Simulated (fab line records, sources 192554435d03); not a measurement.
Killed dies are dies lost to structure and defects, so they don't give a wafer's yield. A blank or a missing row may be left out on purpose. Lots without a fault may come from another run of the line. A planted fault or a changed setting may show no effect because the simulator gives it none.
Split-lot experiment | flow n5_finfet | 7 lots, 21 wafers read, on a route of 1938 steps

THE SPLIT
At N5_BEOL_M2_ILD_DEP_00 (deposits SiOC from DEMS/O2, target thk 79 nm, time 15.3 s), the setting time_s was moved away from the recipe's 15.3 s on 10 of the 21 wafers read, by -6.7% to +13.5%. The other wafers ran this setting at the recipe's value.

The file shows no step between the split and the reading.

THE READING
M2_ILD_THK, in nm, at N5_BEOL_M2_THK_MEAS_01. Fault-free wafers of this fab line usually give 78.9 nm, standard deviation 1.1 nm.

wafer  | tool, chamber at the split | time_s as run, s | against the recipe | M2_ILD_THK, nm | against lot-mates on the recipe
L074.1 | pecvd-01, 0                | 14.42            | -5.8%              | 73.7           | -4.9
L074.2 | pecvd-01, 2                | 14.42            | -5.8%              | 74.5           | -4.1
L074.3 | pecvd-01, 1                | 15.3             | recipe             | 78.6           | -
L079.2 | pecvd-04, 2                | 15.3             | recipe             | 78.7           | -
L079.3 | pecvd-04, 1                | 16.41            | +7.3%              | 83.3           | +4.5
L079.4 | pecvd-04, 1                | 15.3             | recipe             | 78.9           | -
L080.1 | pecvd-04, 0                | 14.28            | -6.7%              | 73.6           | -4.6
L080.2 | pecvd-04, 1                | 15.3             | recipe             | 78.2           | -
L080.5 | pecvd-04, 2                | 14.28            | -6.7%              | 73.7           | -4.5
L082.1 | pecvd-02, 0                | 15.3             | recipe             | 77.2           | -
L082.3 | pecvd-02, 2                | 16.9             | +10.5%             | 85.3           | +7.3
L082.4 | pecvd-02, 0                | 15.3             | recipe             | 78.8           | -
L085.1 | pecvd-04, 0                | 17               | +11.1%             | 87.0           | +8.2
L085.3 | pecvd-04, 1                | 17               | +11.1%             | 87.6           | +8.8
L085.4 | pecvd-04, 1                | 15.3             | recipe             | 78.8           | -
L089.1 | pecvd-04, 1                | 15.3             | recipe             | 78.3           | -
L089.3 | pecvd-04, 2                | 17.36            | +13.5%             | 88.7           | +10.4
L089.5 | pecvd-04, 1                | 17.36            | +13.5%             | 89.6           | +11.3
L091.1 | pecvd-02, 2                | 15.3             | recipe             | 77.7           | -
L091.2 | pecvd-02, 0                | 15.3             | recipe             | 77.7           | -
L091.5 | pecvd-02, 0                | 15.3             | recipe             | 79.5           | -

THE FIT
A straight line over all 21 wafers: M2_ILD_THK changes by +0.762 nm for each +1% of time_s; r = +0.99; the points scatter about the line by 0.64 nm.
The same after taking each lot's own level away (the mean of its wafers on the recipe; 21 wafers): +0.757 nm for each +1%; r = +0.99; scatter 0.61 nm.
On that fit, the largest move of time_s shifts the reading by 10 nm.
The lots' own levels span 78.00 to 78.80 nm, that is 0.7 times the standard deviation above.
So the lot-to-lot level changes the slope little: the two slopes agree.
Check: with one of the wafers moved furthest among these (+13.5%) left out of the fit, the line predicts +10.2 nm for it against its lot-mates. It came out at +10.4 nm against them.

OTHER SPLITS ON THESE WAFERS
These wafers also went through other splits before the reading. Each is held against what the fit with the lots' levels taken away leaves over:
other split on the same wafers   | wafers away from the commonest value | r with M2_ILD_THK (lot level and that fit taken away)
N5_BEOL_M1_TRENCH_ETCH_37 bias_w | 6                                    | -0.12

THE WHOLE CHAIN: every reading that the file lists as answering this split, in the file's order
step                   | what it does                                              | reading                                                                            | change (the file's fit)               | r (the file's)
N5_BEOL_M2_ILD_DEP_00  | deposits SiOC from DEMS/O2, target thk 79 nm, time 15.3 s | SiOC_of_BEOL_M2_ILD_DEP_00.thk_nm (the simulator's own value, which no gauge read) | +0.743 nm for each +1% of the setting | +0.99
N5_BEOL_M2_THK_MEAS_01 |                                                           | M2_ILD_THK                                                                         | +0.745 for each +1% of the setting    | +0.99

THE FILE'S OWN FIT
M2_ILD_THK changes by +0.745 nm for each +1% of time_s, r = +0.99.
